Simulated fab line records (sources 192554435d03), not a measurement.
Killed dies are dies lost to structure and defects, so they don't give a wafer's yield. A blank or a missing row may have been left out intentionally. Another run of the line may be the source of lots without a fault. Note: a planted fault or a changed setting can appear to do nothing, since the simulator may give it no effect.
A lot that was struck, set against a sound lot -- flow n5-finfet -- 39 out of 1938 route steps
Sound: wafers L809.2, L809.4, L809.6. The struck wafers were L813.1, L813.2, L813.6. The cause is given at the end.
For every step that has rows: the tool of each side, followed by ch and its chambers, followed by its first start. Under that, the readings that differ: sound wafers -- struck wafers -- difference of the means -- sigmas: that difference in standard deviations of wafers without a fault.
alike: readings whose means differ by less than 2 such deviations, and words and numbers that are the same on both sides. not compared: withheld readings, readings that some wafer has no value for, bounds like >300 that may hide the same value, and numbers for which the record gives no deviation and whose values overlap.
Wherever a step has rows on one side only, a row that says differs or no value, or a row with sigmas, the two part there. When numbers do not overlap yet have no deviation, they are printed without sigmas and do not part them. A reading missing from all wafers of one side parts the sides only when that side holds two or more wafers.

first, 9 steps without rows for these wafers: N5_HKMG_FIN_PEB_10 (peb time 60 s); N5_HKMG_FIN_DEVELOP_11 (develop time 30 s); N5_HKMG_FIN_DESCUM_17 (chemistry O2, time 7.9 s); N5_HKMG_FIN_ETCH_31 (etches SiARC in CF4, target depth 45.5 nm, time 75.8 s); N5_HKMG_FIN_ETCH_32 (etches SOC in N2/H2, target depth 240 nm, time 300 s); N5_HKMG_FIN_STRIP_33 (strips in N2/H2); N5_HKMG_FIN_STRIP_34 (strips in CF4); N5_HKMG_FIN_ETCH_35 (etches SOC in N2/H2, target depth 215.8 nm, time 243.4 s); N5_HKMG_FIN_STRIP_92 (strips SOC in N2/H2, time 20 s).
N5_HKMG_FIN_WET_ETCH_18: etches TiN in SC1, time 55 s, target depth 5.2 nm, rinse time 30 s.
  sound on wet-bench-01 ch 1,2,3, day 6 18:08; struck on wet-bench-01 ch 0,1,2, day 7 18:21
  no value came back on the struck wafers for bath-heat-duty-pct (%), diw-flow-mL-min; on the sound wafers bath-heat-duty-pct (%) reads 6.7 7.9 6.6
  not compared: bath-guard-temp-C, temp-c
then, 27 steps without rows for these wafers: N5_HKMG_FIN_STRIP_19 (strips in N2/H2, time 360 s); N5_HKMG_FIN_ALD_91 (deposits TiN, target thk 1 nm, pulse time 1 s, purge time 3 s); N5_HKMG_FIN_COAT_85 (time 60 s, resist thk 300 nm); N5_HKMG_FIN_ETCH_86 (etches SOC in N2/H2, stops on TiN, target depth 393.2 nm); N5_HKMG_FIN_STRIP_89 (strips SOC in N2/H2, time 20 s); N5_HKMG_FIN_WET_ETCH_87 (etches TiN in SC1, time 154.2 s, target depth 4.7 nm, rinse time 30 s); N5_HKMG_FIN_STRIP_88 (strips in N2/H2, time 360 s); N5_HKMG_FIN_NWFM_ALD_20 (deposits TiAlC, target thk 2 nm, pulse time 3 s, purge time 2 s); N5_HKMG_FIN_ALD_71 (deposits TiN, target thk 1 nm, pulse time 1 s, purge time 3 s); N5_HKMG_FIN_COAT_66 (time 60 s, resist thk 300 nm); N5_HKMG_FIN_ETCH_67 (etches SOC in N2/H2, stops on TiN, target depth 388.9 nm); N5_HKMG_FIN_STRIP_90 (strips SOC in N2/H2, time 20 s); N5_HKMG_FIN_WET_ETCH_73 (etches the open film in SC1, time 42.3 s, target depth 1.3 nm, rinse time 30 s); N5_HKMG_FIN_ETCHBACK_68 (etches the open film in Cl2/Ar, stops on HfO2, target depth 0.5 nm); N5_HKMG_FIN_STRIP_69 (strips in N2/H2, time 360 s); N5_HKMG_FIN_ALD_21 (deposits TiN, target thk 1.5 nm, pulse time 1 s, purge time 3 s); N5_HKMG_FIN_ALD_72 (deposits W, target thk 2 nm, pulse time 1 s, purge time 2 s); N5_HKMG_FIN_W_FILL_22 (material W, target thk 60 nm, time 18.2 s); N5_HKMG_FIN_PRECLEAN_83 (cleans in DIW, time 57.5 s); N5_HKMG_FIN_SRD_84 (dry time 32 s); N5_HKMG_FIN_CMP_23 (polishes, stops on SiNx, t overpolish 10 s, target thk 46.326 nm); N5_HKMG_FIN_CMP_94 (polishes, stops on SiNx, t overpolish 4.7 s, target thk 43.299 nm); N5_GATE_CUT_ETCHBACK_00 (etches W in SF6/Cl2); N5_GATE_CUT_ETCH_56 (etches TiN in Cl2/Ar, target depth 21.6 nm); N5_GATE_CUT_ETCHBACK_30 (etches TiN in Cl2/Ar, target depth 3 nm); N5_GATE_CUT_VAPOR_ETCH_60 (etches HfO2 in BCl3/Cl2); N5_GATE_CUT_ETCH_58 (etches SiNx in CH3F/O2, target depth 17 nm, time 128.6 s).
-- a jump in the record: the struck wafers' starts before and after are 4 days apart (it breaks off in module GATE_CUT and resumes in module BEOL_M4, where the first step shown is number 1111 of the route) --
N5_BEOL_M4_RC_MEAS_101:
  sound on prober-01 ch 0, day 10 14:41; struck on prober-01 ch 0, day 11 13:44
reading,sound,struck,difference,sigmas
IOFF_N (nA/um),0.156 0.197 0.187,0.000 0.000 0.000,-0.180,-9
IOFF_N_85C (nA/um),3.0 3.7 3.6,0.0 0.0 0.0,-3.4,-10
IOFF_N_LIN (nA/um),0.074 0.089 0.085,0.000 0.000 0.000,-0.083,-11
IOFF_N_LONG (nA/um),5.66e-05 5.76e-05 5.82e-05,3.13e-05 3.23e-05 3.18e-05,-2.57e-05,-14
ION_N (uA/um),667 686 678,244 242 237,-436,-51
VT_N (mV),250.2 243.9 245.8,455.0 457.2 457.4,+209.9,+87
VT_N_LONG (mV),272.3 273.1 272.3,475.9 482.5 475.4,+205.4,+99 or more
VT_N_LVT (mV),97.8 94.4 96.0,304.5 304.5 311.8,+210.9,+75
  alike: DIBL_N, DIBL_P, IOFF_P, ION_P, SS_N, SS_P, VT_P
-- a jump in the record: the struck wafers' starts before and after are 5 days apart (it breaks off in module BEOL_M4 and resumes in module PASSIVATION, where the first step shown is number 1936 of the route) --
N5_PASSIVATION_PROBE_49:
  only the struck wafers here have rows in the record (prober-01, day 16 02:44); the sound ones have none

== WHERE THEY PART ==
Earliest at N5_HKMG_FIN_WET_ETCH_18; latest, in this record, at N5_PASSIVATION_PROBE_49.

WHY: what had been put in by the simulator
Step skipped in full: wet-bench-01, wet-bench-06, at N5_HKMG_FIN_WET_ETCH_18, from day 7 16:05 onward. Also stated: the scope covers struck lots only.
